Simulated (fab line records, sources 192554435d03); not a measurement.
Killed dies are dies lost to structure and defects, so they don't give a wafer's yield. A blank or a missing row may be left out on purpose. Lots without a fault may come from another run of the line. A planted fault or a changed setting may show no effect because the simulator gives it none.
Problem report in the 8D (eight disciplines) form, filled by code | flow n5_finfet | the parts of the form that need people (team, actions taken, sign-off) are left out

1. THE PROBLEM
spin_speed_rpm at N5_SD_EPI_P_COAT_34 reads a mean of 1435.0 rpm on 6 wafers of 2 lots; wafers without a fault read 1499.9 rpm with a standard deviation of 0.9. That is -72 standard deviations from the usual mean.
The step: time 60 s, resist thk 350 nm.
First seen on wafer L156.2, day 7 22:48, on litho_track-04. The record holds 18 wafers of 6 lots with a number at this step. Rule for "out", or "out of limits": more than 4 standard deviations from the usual mean. The other wafers with a number count as sound.

2. WHAT IT IS AND WHAT IT IS NOT
question                    | is                     | is not
which readings at this step | spin_speed_rpm         | -
which lots                  | L156, L159             | L146, L149, L157, L160
which wafers of those lots  | all that have a number | -
read on which tools         | litho_track-04         | litho_track-02
when                        | from day 7 22:48       | up to then (6 sound wafers); but 6 sound wafers of L157, L160 came after

3. SUSPECTS, AND WHAT RULES EACH OUT
Counting: a tool at a process step up to the reading stays a suspect if it ran every lot that is out and no sound lot after the first of them.
- epi_rpcvd-02 at N5_SD_EPI_N_VAPOR_ETCH_50 (etches Si in HCl, time 54 s): ruled out as a lasting fault. Sound lots L157, L160 ran on it after its first lot that is out, L156 (day 7 20:20).
- ald_sin-04 at N5_SD_EPI_N_LINER_46 (material SiNx, target thk 3 nm): kept. It ran every lot that is out, first L156 (day 7 22:31), and no sound lot after that.
- litho_track-04 at N5_SD_EPI_P_COAT_34 (time 60 s, resist thk 350 nm): kept. It ran every lot that is out, first L156 (day 7 22:48), and no sound lot after that; its last sound lot up to then is L149 (day 6 06:52). Its own readings are out on those wafers: spin_speed_rpm.
Left after counting: ald_sin-04 at N5_SD_EPI_N_LINER_46, litho_track-04 at N5_SD_EPI_P_COAT_34.

4. THE CAUSE (what the simulator had put in)
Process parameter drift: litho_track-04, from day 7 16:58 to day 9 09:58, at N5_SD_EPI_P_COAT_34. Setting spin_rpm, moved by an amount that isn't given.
Counting left 2 suspects, and this tool is among them.

5. THE CHAIN OF EFFECTS, in route order
Each row: a reading whose mean over the struck wafers that have a number lies more than 3 standard deviations from the usual. Only readings for which the record gives a usual standard deviation are gone through. hours: the time from each lot's start at the first step in this table that gives one to its start at this step, as a median over the lots. sigmas: the change in usual standard deviations.
hours | step                | reading        | usual      | on struck wafers | change | sigmas
0     | N5_SD_EPI_P_COAT_34 | spin_speed_rpm | 1499.9 rpm | 1435.0           | -64.9  | -72
The process steps in it:
- N5_SD_EPI_P_COAT_34: time 60 s, resist thk 350 nm.
Later measuring or inspecting steps at which every struck wafer that the step has a row for has a number for every such reading, and none has moved that far: N5_BEOL_M4_RC_MEAS_101.

6. WHAT WOULD HAVE CAUGHT IT SOONER
In this record the first reading out of limits was taken at day 7 22:48, 6 hours after the fault began at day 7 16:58.
